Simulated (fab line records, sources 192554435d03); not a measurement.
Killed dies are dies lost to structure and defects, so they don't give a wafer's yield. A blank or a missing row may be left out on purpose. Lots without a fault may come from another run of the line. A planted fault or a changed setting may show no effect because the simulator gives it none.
A struck lot beside a sound one | flow n5_finfet | 37 steps out of a route of 1938
Sound: wafers L434.3, L434.5, L434.6. Struck: wafers L426.1, L426.4. (L426.3 of the same lot was not struck and is left out.) The cause comes at the end.
At each step with rows: each side's tool, then ch and its chambers, then its first start. Under that, the readings that differ: sound wafers | struck wafers | difference of the means | sigmas: that difference in standard deviations of wafers without a fault.
alike: readings whose means differ by less than 2 such deviations, and words and numbers that are the same on both sides. not compared: withheld readings, readings that some wafer has no value for, bounds like >300 that may hide the same value, and numbers for which the record gives no deviation and whose values overlap.
The two part at a step that has a row with sigmas, a row that says differs or no value, or rows on one side only. Numbers that don't overlap but have no deviation are shown without sigmas and don't part them. A reading that every wafer of one side lacks parts them only if that side has two wafers or more.

first, 8 steps without rows for these wafers: N5_BEOL_M3_ANNEAL_51 (time 90 s); N5_BEOL_M3_CMP_52 (polishes, stops on SiOC, t overpolish 6.8 s, target thk 40 nm); N5_BEOL_M3_PRE_CLEAN_60 (time 15 s); N5_BEOL_M3_CO_CAP_55 (material Co, precursor CCTBA/H2, target thk 2 nm, time 102.1 s); N5_BEOL_M3_PRE_CLEAN_56 (time 15 s); N5_BEOL_M3_DEP_57 (deposits SiCN from 3MS/NH3, target thk 8 nm, time 14 s); N5_BEOL_M4_ILD_DEP_00 (deposits SiOC from DEMS/O2, target thk 79 nm, time 15.3 s); N5_BEOL_M4_PECVD_72 (deposits SiO2 from TEOS/O2, target thk 16 nm, time 18 s).
N5_BEOL_M4_HM_DEP_02: deposits TiN, target thk 20 nm.
  sound on pvd_sputter-02, day 13 00:32; struck on pvd_sputter-03, day 11 00:29
  reading                                    | sound        | struck  | difference | sigmas
  model.TiN_of_BEOL_M4_HM_DEP_02.thk_nm (nm) | 19.8 20 19.6 | 15.2 15 | -4.7       |
  alike: throttle_valve_pct
then, 16 steps without rows for these wafers: N5_BEOL_M4_COAT_61 (time 60 s, resist thk 60 nm); N5_BEOL_M4_COAT_62 (time 60 s, resist thk 12 nm); N5_BEOL_M4_COAT_73 (time 60 s, resist thk 5 nm); N5_BEOL_M4_COAT_05 (resist thk 30 nm); N5_BEOL_M4_EBR_07; N5_BEOL_M4_SOFTBAKE_06 (time 60 s); N5_BEOL_M4_EXPOSE_08 (exposes mask M4); N5_BEOL_M4_PEB_09 (peb time 60 s); N5_BEOL_M4_DEVELOP_10 (develop time 30 s); N5_BEOL_M4_DESCUM_16 (chemistry O2, time 7 s); N5_BEOL_M4_ETCH_74 (etches underlayer in N2/H2, target depth 6.5 nm, time 5.2 s); N5_BEOL_M4_ETCH_63 (etches SiARC in CF4, target depth 15.6 nm, time 26 s); N5_BEOL_M4_ETCH_64 (etches SOC in N2/H2, target depth 75 nm, overetch 22.5 nm, time 121.9 s); N5_BEOL_M4_STRIP_65 (strips in N2/H2); N5_BEOL_M4_STRIP_75 (strips in N2/H2); N5_BEOL_M4_STRIP_66 (strips in CF4).
N5_BEOL_M4_HM_OPEN_17: chemistry Cl2/BCl3, target TiN, target depth 20 nm, overetch 6 nm.
  sound on rie_metal-02 ch 0,1, day 13 01:20; struck on rie_metal-03 ch 0,1, day 11 01:22
  reading                  | sound            | struck      | difference | sigmas
  model.etch.depth_nm (nm) | 19.85 19.92 19.7 | 15.21 14.97 | -4.73      |
  alike: drypump_motor_current_A, oes_product_au, throttle_valve_pct
  not compared: rf_hours_counter_h
then, 8 steps without rows for these wafers: N5_BEOL_M4_STRIP_19 (strips in O2); N5_BEOL_M4_COAT_67 (time 60 s, resist thk 60 nm); N5_BEOL_M4_COAT_68 (time 60 s, resist thk 12 nm); N5_BEOL_M4_COAT_76 (time 60 s, resist thk 5 nm); N5_BEOL_M4_COAT_22 (resist thk 30 nm); N5_BEOL_M4_EBR_24; N5_BEOL_M4_SOFTBAKE_23 (time 60 s); N5_BEOL_M4_EXPOSE_25 (exposes mask V3, defocus 5 nm).
N5_BEOL_M4_TRENCH_ETCH_37: etches SiOC in C4F6/O2, target depth 55.555 nm, time 29.2 s.
  sound on rie_diel-04 ch 0,2; struck on rie_diel-02 ch 0,3
  reading                                    | sound          | struck  | difference | sigmas
  model.TiN_of_BEOL_M4_HM_DEP_02.thk_nm (nm) | 17.6 17.6 17.4 | 13 12.6 | -5         |
  alike: drypump_motor_current_A, oes_f_703_au, oes_o_777_au, oes_product_au, rf_vpp_V, showerhead_plenum_p_Torr, throttle_valve_pct
  not compared: rf_hours_counter_h
N5_BEOL_M4_RC_MEAS_101:
  sound on prober-02 ch 0, day 13 07:31; struck on prober-01 ch 0, day 11 09:43
  alike: DIBL_N, DIBL_P, IOFF_N, IOFF_P, ION_N, ION_P, SS_N, SS_P, VT_N, VT_P
then, 1 step without rows for these wafers: N5_PASSIVATION_PROBE_49.

WHERE THEY PART
Nowhere in this record.

WHY: what the simulator had put in
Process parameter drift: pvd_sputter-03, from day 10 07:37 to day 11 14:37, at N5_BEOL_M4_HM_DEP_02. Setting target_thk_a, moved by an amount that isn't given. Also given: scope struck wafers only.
